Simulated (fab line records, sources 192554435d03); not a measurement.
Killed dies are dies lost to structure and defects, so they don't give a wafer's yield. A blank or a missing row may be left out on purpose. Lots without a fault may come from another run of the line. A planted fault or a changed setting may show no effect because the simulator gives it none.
fab line records | flow n5_finfet | part 1 of 2: steps 1 to 25 of 37
record lots=5 wafers=15 last_day=19
route steps=1938 shown BEOL_M10@1514 BEOL_M11@1536
lots that met no fault: from a run of the same line without faults
start_h: hours from the record's first day to the start of the lot's first wafer shown | wait_h: hours since the lot's step before | " the same as in the row above | L1.1+2: a row that stands for several wafers | - no value, or no start given | * or withheld: withheld | < > ~ a bound
route shown NAME@n: a module of which the file shows steps, and the number in the route of the first | usual: mean/standard deviation of fault-free wafers | same: alike in all rows | chamber/n: place in a boat | sites: the reading at each site | _std_site: their standard deviation | _edge_site: outer sites' mean less inner sites' | radius_mm: how far each site lies from the wafer's centre | mask NAME#n: copy n | behind: the tool/chamber that last shaped the wafer | hold: why the lot was held/for how many hours/how that ended | device: the transistor (n, p or np) that didn't switch | end of line: the same wafers' tests at the end of the route | a step without rows: its recipe alone | killed: dies lost to structure and defects at the first sort, not the wafer's yield | map: a wafer's dies, x killed, . not, _ none there
set.NAME: the setting as run; set.NAME@STEP: as run at that earlier step | model.NAME: the simulator's own value behind a step, which no gauge read
lots at some steps of the route; a table a step, a row a wafer
services: from which hour (start_h, from the record's first day; less than 0 if before it) a tool's chamber was out of use, for how many hours, and why
## steps
# step N5_BEOL_M10_STRIP_77
# recipe chemistry=N2/H2 time_s=10 power_w=450 temp_c=40 pressure_mtorr=20 rf_frequency_hz=6e+07 bias_power_w=7 n2_flow_sccm=200 h2_flow_sccm=200
# usual chamber_pressure_mTorr=19.999/0.018 drypump_motor_current_A=5.9/0.58 oes_product_au=0.79/0.064 rf_vpp_V=59.2/0.95 showerhead_plenum_p_Torr=2.56/0.1 throttle_valve_pct=23.66/0.28
# columns lot.wafer tool chamber start_h wait_h chamber_pressure_mTorr drypump_motor_current_A oes_product_au rf_hours_counter_h rf_vpp_V showerhead_plenum_p_Torr throttle_valve_pct
L074.2 rie_diel-02 0 - - 19.981 5.3 0.78 79 59.1 2.68 23.68
L074.3 " 1 " " 19.968 5.6 0.85 64 59.1 2.48 23.55
L074.4 " 2 " " 19.997 6.5 0.73 188 57.9 2.42 23.79
L081.1 rie_diel-03 1 - - 20.007 6.3 0.78 113 58.5 2.46 24.12
L081.3 " 2 " " 19.961 5.7 0.89 55 59.1 2.68 23.43
L081.4 " 0 " " 20.000 5.0 0.89 16 59.9 2.48 23.33
L082.1 rie_diel-02 0 - - 20.008 5.3 0.78 98 58.9 2.67 23.71
L082.2 " 2 " " 20.033 6.5 0.72 209 57.4 2.41 23.81
L082.3 " 3 " " 19.992 6.8 0.75 133 58.7 2.66 24.01
L080.2 rie_diel-02 3 - - 19.992 6.8 0.74 137 60.0 2.66 24.01
L080.3 " 2 " " 20.020 6.5 0.72 213 58.7 2.41 23.83
L080.4 " 0 " " 19.992 5.3 0.76 102 59.2 2.67 23.70
L093.2 rie_diel-02 3 - - 19.992 6.8 0.73 153 58.7 2.66 24.03
L093.5 " 1 " " 19.995 5.6 0.80 - 59.4 2.46 23.61
L093.6 " 2 " " 20.005 6.5 0.71 - 57.8 2.41 23.82
# step N5_BEOL_M10_OCD_MEAS_38
# usual trench_depth_nm=148.9/2.7
# columns lot.wafer tool chamber start_h wait_h trench_depth_nm
L074.2 ocd-02 - 291.30 - 146.3
L074.3 " - " " 149.7
L074.4 " - " " 149.5
L081.1 ocd-02 - 333.81 - 149.3
L081.3 " - " " 150.5
L081.4 " - " " 150.3
L082.1 ocd-02 - 342.94 - 145.0
L082.2 " - " " 146.7
L082.3 " - " " 150.6
L080.2 ocd-01 - 356.29 - 150.6
L080.3 " - " " 147.8
L080.4 " - " " 144.9
L093.2 ocd-02 - 398.94 - 149.3
L093.5 " - " " 148.3
L093.6 " - " " 147.8
# step N5_BEOL_M10_HM_STRIP_39
# recipe chemistry=peroxide_tin_strip material=TiN target_depth_a=250 temp_c=50 time_s=158
# columns lot.wafer tool chamber start_h wait_h
L074.2+3+4 wet_bench-01 1,2,6 291.33 0.0
L081.1+3+4 wet_bench-03 1,5,2 333.84 0.0
L082.1+2+3 wet_bench-01 2,7,3 342.97 0.0
L080.2+3+4 wet_bench-04 5,1,6 356.32 0.0
L093.2+5+6 wet_bench-01 0,4,5 398.97 0.0
# step N5_BEOL_M10_SRD_40
# recipe time_s=30 temp_c=23 rinse_liquid=diw dry=ipa_marangoni
# columns lot.wafer tool chamber start_h wait_h
L074.2+3+4 wet_bench-01 1,2,6 291.38 0.0
L081.1+3+4 wet_bench-03 1,5,2 333.89 0.0
L082.1+2+3 wet_bench-01 2,7,3 343.02 0.0
L080.2+3+4 wet_bench-04 5,1,6 356.36 0.0
L093.2+5+6 wet_bench-01 0,4,5 399.02 0.0
# step N5_BEOL_M10_PRECLEAN_42
# recipe chemistry=residue_remover time_s=60 temp_c=40
# columns lot.wafer tool chamber start_h wait_h
L074.2+3+4 wet_bench-01 1,2,6 291.39 0.0
L081.1+3+4 wet_bench-03 1,5,2 333.91 0.0
L082.1+2+3 wet_bench-01 2,7,3 343.03 0.0
L080.2+3+4 wet_bench-04 5,1,6 356.38 0.0
L093.2+5+6 wet_bench-01 0,4,5 399.04 0.0
# step N5_BEOL_M10_SRD_43
# recipe time_s=30 temp_c=23 rinse_liquid=diw dry=ipa_marangoni
# columns lot.wafer tool chamber start_h wait_h
L074.2+3+4 wet_bench-01 1,2,6 291.41 0.0
L081.1+3+4 wet_bench-03 1,5,2 333.92 0.0
L082.1+2+3 wet_bench-01 2,7,3 343.05 0.0
L080.2+3+4 wet_bench-04 5,1,6 356.40 0.0
L093.2+5+6 wet_bench-01 0,4,5 399.06 0.0
# step N5_BEOL_M10_CD_MEAS_35
# recipe target_cd_nm=70 polarity=opening
# usual cd_nm=70.1/0.67
# columns lot.wafer tool chamber start_h wait_h cd_nm
L074.2 cd_sem-02 - 291.45 0.0 69.8
L074.3 " - " " 69.2
L074.4 " - " " 69.5
L081.1 cd_sem-02 - 333.96 0.0 70.8
L081.3 " - " " 69.8
L081.4 " - " " 68.8
L082.1 cd_sem-03 - 343.09 0.0 68.6
L082.2 " - " " 69.9
L082.3 " - " " 69.9
L080.2 cd_sem-01 - 356.44 0.0 69.6
L080.3 " - " " 69.6
L080.4 " - " " 70.1
L093.2 cd_sem-02 - 399.10 0.0 70.2
L093.5 " - " " 71.1
L093.6 " - " " 70.2
# step N5_BEOL_M10_CURE_72
# recipe temp_c=370 time_s=120 ambient=DMADMS/He material=SiCOH_lowk
# usual lamp_power_pct=52.31/0.052 wafer_temp_C_max=371.6/0.77
# columns lot.wafer tool chamber start_h wait_h lamp_power_pct wafer_temp_C_max
L074.2 uv_cure-01 1 291.54 0.1 52.35 372.1
L074.3 " 1 " " 52.31 370.9
L074.4 " 1 " " 52.34 371.0
L081.1 uv_cure-03 1 334.00 0.0 52.28 371.8
L081.3 " 1 " " 52.35 371.5
L081.4 " 1 " " 52.39 371.6
L082.1 uv_cure-03 1 343.13 0.0 52.36 371.2
L082.2 " 1 " " 52.34 372.1
L082.3 " 1 " " 52.33 372.7
L080.2 uv_cure-02 0 356.53 0.1 52.27 372.0
L080.3 " 0 " " 52.25 371.8
L080.4 " 0 " " 52.30 372.2
L093.2 uv_cure-02 2 399.19 0.1 52.36 370.9
L093.5 " 2 " " 52.24 370.8
L093.6 " 2 " " 52.32 371.3
# step N5_BEOL_M10_DEGAS_44
# recipe ambient=vacuum temp_c=250 time_s=60
# usual heater_power_w=339/27
# columns lot.wafer tool chamber start_h wait_h heater_power_w
L074.2 pvd_sputter-02 - 291.88 0.3 315
L074.3 " - " " 342
L074.4 " - " " 321
L081.1 pvd_sputter-02 - 334.41 0.4 379
L081.3 " - " " 311
L081.4 " - " " 359
L082.1 pvd_sputter-02 - 343.73 0.5 323
L082.2 " - " " 355
L082.3 " - " " 313
L080.2 pvd_sputter-03 - 357.05 0.5 316
L080.3 " - " " 340
L080.4 " - " " 356
L093.2 pvd_sputter-02 - 399.72 0.5 377
L093.5 " - " " 311
L093.6 " - " " 382
# step N5_BEOL_M10_PRE_CLEAN_45
# recipe gas=H2/He time_s=30 temp_c=250
# usual heater_power_w=338/27
# columns lot.wafer tool chamber start_h wait_h heater_power_w
L074.2 pvd_sputter-02 - 291.92 0.0 315
L074.3 " - " " 350
L074.4 " - " " 318
L081.1 pvd_sputter-02 - 334.45 0.0 378
L081.3 " - " " 315
L081.4 " - " " 350
L082.1 pvd_sputter-02 - 343.77 0.0 321
L082.2 " - " " 356
L082.3 " - " " 311
L080.2 pvd_sputter-03 - 357.09 0.0 312
L080.3 " - " " 329
L080.4 " - " " 355
L093.2 pvd_sputter-02 - 399.76 0.0 374
L093.5 " - " " 319
L093.6 " - " " 382
# step N5_BEOL_M10_ALD_74
# recipe material=TaN target_thk_a=20 temp_c=275 ald_precursor_family=PDMAT ald_co_reactant=NH3 pressure_torr=3 carrier_flow_sccm=1500 pulse_time_s=2 purge_time_s=3 co_reactant_purge_time_s=2 co_reactant_pulse_time_s=3 ald_cycles=40 precursor_vessel_temp_c=75 precursor_vessel_pressure_torr=26.25 precursor_vessel_carrier_sccm=1000
# usual heater_power_w=419/47
# columns lot.wafer tool chamber start_h wait_h heater_power_w
L074.2 ald_metal-02 0 291.98 0.0 408
L074.3 " 2 " " 401
L074.4 " 1 " " 478
L081.1 ald_metal-03 3 334.51 0.0 371
L081.3 " 2 " " 315
L081.4 " 1 " " 439
L082.1 ald_metal-02 2 344.06 0.3 423
L082.2 " 1 " " 467
L082.3 " 3 " " 459
L080.2 ald_metal-02 3 357.17 0.1 459
L080.3 " 1 " " 465
L080.4 " 0 " " 394
L093.2 ald_metal-03 2 399.84 0.1 310
L093.5 " 0 " " 485
L093.6 " 3 " " 365
# step N5_BEOL_M10_SURFACE_TREAT_76
# recipe gas=Ar time_s=* ion_energy_ev=* ion_current_ma_cm2=0.5 pressure_mtorr=* ar_flow_sccm=30
# usual throttle_valve_pct=*
# columns lot.wafer tool chamber start_h wait_h throttle_valve_pct
L074.2 pvd_sputter-02 - 292.32 0.2 *
L074.3 " - " " *
L074.4 " - " " *
L081.1 pvd_sputter-01 - 334.79 0.2 *
L081.3 " - " " *
L081.4 " - " " *
L082.1 pvd_sputter-01 - 345.92 1.7 *
L082.2 " - " " *
L082.3 " - " " *
L080.2 pvd_sputter-03 - 357.63 0.3 *
L080.3 " - " " *
L080.4 " - " " *
L093.2 pvd_sputter-02 - 400.12 0.2 *
L093.5 " - " " *
L093.6 " - " " *
# step N5_BEOL_M10_CVD_75
# recipe material=Co target_thk_a=20 temp_c=withheld precursor=CCTBA/H2 pressure_torr=30 time_s=138.9
# columns lot.wafer tool chamber start_h wait_h
L074.2+3+4 cvd_co-01 1,2,2 292.45 0.1
L081.1+3+4 cvd_co-01 0,2,1 334.85 0.0
L082.1+2+3 cvd_co-01 0,1,2 346.21 0.3
L080.2+3+4 cvd_co-01 0,1,0 357.76 0.1
L093.2+5+6 cvd_co-02 2,2,0 400.18 0.0
# step N5_BEOL_M10_SPUTTER_48
# recipe material=Cu target_thk_a=120 temp_c=-20 bias_v=60 power_w=26000 chamber_pressure_pa=0.13 time_s=2
# usual throttle_valve_pct=29.8/0.9
# columns lot.wafer tool chamber start_h wait_h throttle_valve_pct
L074.2 pvd_sputter-03 - 292.69 0.2 28.5
L074.3 " - " " 30.7
L074.4 " - " " 31.0
L081.1 pvd_sputter-03 - 334.97 0.1 30.1
L081.3 " - " " 28.7
L081.4 " - " " 31.0
L082.1 pvd_sputter-01 - 346.36 0.1 28.5
L082.2 " - " " 28.5
L082.3 " - " " 29.6
L080.2 pvd_sputter-03 - 357.89 0.1 30.4
L080.3 " - " " 30.8
L080.4 " - " " 28.6
L093.2 pvd_sputter-03 - 400.53 0.3 30.0
L093.5 " - " " 30.8
L093.6 " - " " 30.7
# step N5_BEOL_M10_ECD_50
# recipe material=Cu target_thk_a=3180
# columns lot.wafer tool chamber start_h wait_h
L074.2+3+4 ecd_cu-01 0,1,0 292.81 0.1
L081.1+3+4 ecd_cu-02 0,0,1 335.08 0.1
L082.1+2+3 ecd_cu-02 0,1,1 346.48 0.1
L080.2+3+4 ecd_cu-02 1,1,0 358.01 0.1
L093.2+5+6 ecd_cu-01 0,1,0 400.84 0.3
# step N5_BEOL_M10_ANNEAL_51
# recipe temp_c=225 time_s=90 ambient=N2
# usual anneal_temp_c=224.95/0.17 wafer_temp_C_max=225.90/0.24
# columns lot.wafer tool chamber start_h wait_h anneal_temp_c wafer_temp_C_max
L074.2 rtp_anneal-02 0 293.30 0.5 224.89 225.49
L074.3 " 0 " " 224.52 225.69
L074.4 " 0 " " 224.60 226.23
L081.1 rtp_anneal-02 0 335.19 0.1 224.77 225.83
L081.3 " 0 " " 225.12 226.01
L081.4 " 0 " " 224.80 225.83
L082.1 rtp_anneal-02 0 346.59 0.1 224.72 225.66
L082.2 " 0 " " 225.00 225.85
L082.3 " 0 " " 224.78 225.72
L080.2 rtp_anneal-02 0 358.72 0.7 225.36 225.65
L080.3 " 0 " " 225.21 225.61
L080.4 " 0 " " 225.10 225.37
L093.2 rtp_anneal-01 0 401.11 0.2 224.93 226.04
L093.5 " 0 " " 225.20 225.89
L093.6 " 0 " " 224.82 226.32
# step N5_BEOL_M10_CMP_52
# recipe stop_on=SiCOH_lowk t_overpolish_s=7 down_force_psi=1 platen_rpm=50 clearing_platen_down_force_psi=1.5 clearing_platen_rpm=50 post_cmp_clean=cu_alkaline target_thk_nm=140 clearing_platen_pad_velocity_m_s=0.99484 pad_velocity_m_s=0.99484
# usual barrier_field_endpoint_s=29.3/0.79 motor_current_A=6.2/0.69 overpolish_run_s=7.001/0.0093 time_to_endpoint_s=68.2/2.7
# columns lot.wafer tool chamber start_h wait_h barrier_field_endpoint_s motor_current_A overpolish_run_s time_to_endpoint_s
L074.2 cmp-03 2 293.61 0.3 28.1 7.5 6.997 64.1
L074.3 " 3 " " 28.3 7.4 6.997 64.9
L074.4 " 0 " " 28.0 5.8 7.001 66.5
L081.1 cmp-03 3 335.49 0.3 28.8 7.0 7.012 68.4
L081.4 " 0 " " 29.9 6.1 7.006 70.2
L081.3 " 1 " " 28.7 5.7 7.009 66.2
L082.2 cmp-01 0 346.93 0.2 28.7 6.6 6.979 66.9
L082.3 " 1 " " 28.9 6.9 6.992 64.7
L082.1 " 2 " " 30.1 6.2 7.005 69.2
L080.4 cmp-01 3 358.97 0.1 28.8 5.8 7.000 66.1
L080.2 " 0 " " 29.5 6.8 6.985 67.2
L080.3 " 1 " " 28.7 7.0 6.996 62.9
L093.2 cmp-01 2 401.40 0.2 30.4 6.6 7.016 70.2
L093.6 " 1 " " 30.4 6.7 7.020 68.9
L093.5 " 2 " " 30.8 5.9 7.002 71.5
# step N5_BEOL_M10_THK_MEAS_53
# recipe thk_meas_gauge=xrf reads=Cu_of_BEOL_M10_ECD_50
# usual M10_THK=138/3.1
# columns lot.wafer tool chamber start_h wait_h M10_THK[nm]
L074.2 film_metro-01 - 293.86 - 136
L074.3 " - " " 141
L074.4 " - " " 141
L081.1 film_metro-01 - 335.79 - 139
L081.3 " - " " 141
L081.4 " - " " 141
L082.1 film_metro-02 - 347.18 - 135
L082.2 " - " " 134
L082.3 " - " " 140
L080.2 film_metro-01 - 359.26 - 139
L080.3 " - " " 136
L080.4 " - " " 133
L093.2 film_metro-02 - 401.66 - 140
L093.5 " - " " 139
L093.6 " - " " 139
# step N5_BEOL_M10_PRE_CLEAN_55
# recipe gas=NH3 time_s=15 temp_c=withheld rf_power_w=300
# columns lot.wafer tool chamber start_h wait_h
L074.2+3+4 pecvd-03 0,1,0 293.90 0.0
L081.1+3+4 pecvd-01 2,0,2 335.82 0.0
L082.1+2+3 pecvd-03 2,0,1 347.22 0.0
L080.2+3+4 pecvd-02 1,0,0 359.30 0.0
L093.2+5+6 pecvd-02 2,2,1 401.70 0.0
# step N5_BEOL_M10_DEP_56
# recipe material=SiCN target_thk_a=150 temp_c=withheld precursor=3MS/NH3 pressure_torr=3 rf_w=202 time_s=26.5
# usual showerhead_plenum_p_Torr=3.660/0.016 showerhead_vpp_V=850/66 throttle_valve_pct=8.7/0.37
# columns lot.wafer tool chamber start_h wait_h showerhead_plenum_p_Torr showerhead_vpp_V throttle_valve_pct
L074.2 pecvd-03 0 293.94 0.0 3.663 904 9.4
L074.3 " 1 " " 3.658 990 9.0
L074.4 " 0 " " 3.659 904 9.2
L081.1 pecvd-01 2 335.85 0.0 3.634 857 8.5
L081.3 " 0 " " 3.667 854 8.5
L081.4 " 2 " " 3.636 856 8.3
L082.1 pecvd-03 2 347.24 0.0 3.636 854 8.9
L082.2 " 0 " " 3.673 895 9.4
L082.3 " 1 " " 3.654 983 9.0
L080.2 pecvd-02 1 359.33 0.0 3.677 775 9.2
L080.3 " 0 " " 3.658 789 8.5
L080.4 " 0 " " 3.650 790 8.4
L093.2 pecvd-02 2 401.72 0.0 3.676 915 8.3
L093.5 " 2 " " 3.681 930 8.4
L093.6 " 1 " " 3.677 786 8.6
# step N5_BEOL_M10_RS_MEAS_57
# recipe thk_meas_gauge=four-point-probe reads=Cu_of_BEOL_M10_ECD_50+Co_of_BEOL_M10_CVD_75+TaN_of_BEOL_M10_ALD_74
# usual M10_RS=0.151/0.0033
# columns lot.wafer tool chamber start_h wait_h M10_RS[ohm/sq]
L074.2 film_metro-02 - 294.03 0.1 0.154
L074.3 " - " " 0.149
L074.4 " - " " 0.149
L081.1 film_metro-01 - 335.92 0.1 0.150
L081.3 " - " " 0.149
L081.4 " - " " 0.149
L082.1 film_metro-02 - 347.32 0.1 0.154
L082.2 " - " " 0.155
L082.3 " - " " 0.148
L080.2 film_metro-02 - 359.40 0.1 0.149
L080.3 " - " " 0.153
L080.4 " - " " 0.157
L093.2 film_metro-02 - 401.81 0.1 0.150
L093.5 " - " " 0.151
L093.6 " - " " 0.151
# step N5_BEOL_M10_INSPECT_58
# recipe inspect_instrument=darkfield mode=post_dep
# usual raw_defect_count=73/25
# columns lot.wafer tool chamber start_h wait_h raw_defect_count
L074.2 defect_inspect-02 - 294.06 0.0 94
L074.3 " - " " 100
L074.4 " - " " 84
L081.1 defect_inspect-01 - 335.95 0.0 67
L081.3 " - " " 108
L081.4 " - " " 79
L082.1 defect_inspect-02 - 347.34 0.0 68
L082.2 " - " " 69
L082.3 " - " " 41
L080.2 defect_inspect-02 - 359.43 0.0 89
L080.3 " - " " 129
L080.4 " - " " 88
L093.2 defect_inspect-01 - 401.83 0.0 109
L093.5 " - " " 80
L093.6 " - " " 64
# step N5_BEOL_M11_ILD_DEP_00
# recipe material=SiCOH_lowk target_thk_a=3085.1 temp_c=300 precursor=DEMS/porogen pressure_torr=5 rf_w=500 time_s=58
# usual heater_power_w=361/52 showerhead_plenum_p_Torr=5.734/0.015 showerhead_vpp_V=1297/67 throttle_valve_pct=13.3/0.53
# columns lot.wafer tool chamber start_h wait_h heater_power_w showerhead_plenum_p_Torr showerhead_vpp_V throttle_valve_pct
L074.2 pecvd-04 1 294.09 0.0 375 5.723 1312 13.7
L074.3 " 0 " " 352 5.741 1298 14.3
L074.4 " 1 " " 388 5.728 1298 14.0
L081.1 pecvd-02 2 335.98 0.0 304 5.749 1455 13.1
L081.3 " 1 " " 419 5.749 1224 13.8
L081.4 " 2 " " 314 5.739 1423 12.8
L082.1 pecvd-01 2 347.38 0.0 293 5.707 1338 12.9
L082.2 " 0 " " 435 5.751 1366 13.1
L082.3 " 1 " " 442 5.736 1211 12.9
L080.2 pecvd-04 1 359.46 0.0 420 5.724 1293 13.9
L080.3 " 0 " " 372 5.738 1286 14.3
L080.4 " 2 " " 309 5.737 1244 12.9
L093.2 pecvd-02 1 401.87 0.0 396 5.748 1218 13.5
L093.5 " 2 " " 361 5.756 1454 12.7
L093.6 " 1 " " 403 5.749 1217 13.4
# step N5_BEOL_M11_CURE_71
# recipe temp_c=385 time_s=240 ambient=He/Ar material=SiCOH_lowk
# usual lamp_power_pct=52.31/0.051 wafer_temp_C_max=387.0/0.81
# columns lot.wafer tool chamber start_h wait_h lamp_power_pct wafer_temp_C_max
L074.2 uv_cure-02 0 294.25 0.1 52.29 387.0
L074.3 " 0 " " 52.30 387.4
L074.4 " 0 " " 52.28 387.0
L081.1 uv_cure-01 0 336.06 0.0 52.34 387.3
L081.3 " 0 " " 52.21 387.7
L081.4 " 0 " " 52.36 387.0
L082.1 uv_cure-01 1 347.46 0.0 52.37 386.2
L082.2 " 1 " " 52.26 385.7
L082.3 " 1 " " 52.31 386.0
L080.2 uv_cure-01 2 359.62 0.1 52.29 386.1
L080.3 " 2 " " 52.30 386.3
L080.4 " 2 " " 52.37 386.3
L093.2 uv_cure-02 0 402.03 0.1 52.29 386.9
L093.5 " 0 " " 52.41 387.0
L093.6 " 0 " " 52.32 387.0
# step N5_BEOL_M11_THK_MEAS_01
# recipe reads=SiCOH_lowk_of_BEOL_M11_ILD_DEP_00
# usual M11_ILD_THK=269/3.9
# columns lot.wafer tool chamber start_h wait_h M11_ILD_THK[nm]
L074.2 film_metro-02 - 294.69 0.4 262
L074.3 " - " " 273
L074.4 " - " " 270
L081.1 film_metro-02 - 336.58 0.4 268
L081.3 " - " " 265
L081.4 " - " " 273
L082.1 film_metro-01 - 347.97 0.4 268
L082.2 " - " " 267
L082.3 " - " " 261
L080.2 film_metro-01 - 360.05 0.4 269
L080.3 " - " " 270
L080.4 " - " " 273
L093.2 film_metro-01 - 402.46 0.4 263
L093.5 " - " " 276
L093.6 " - " " 263
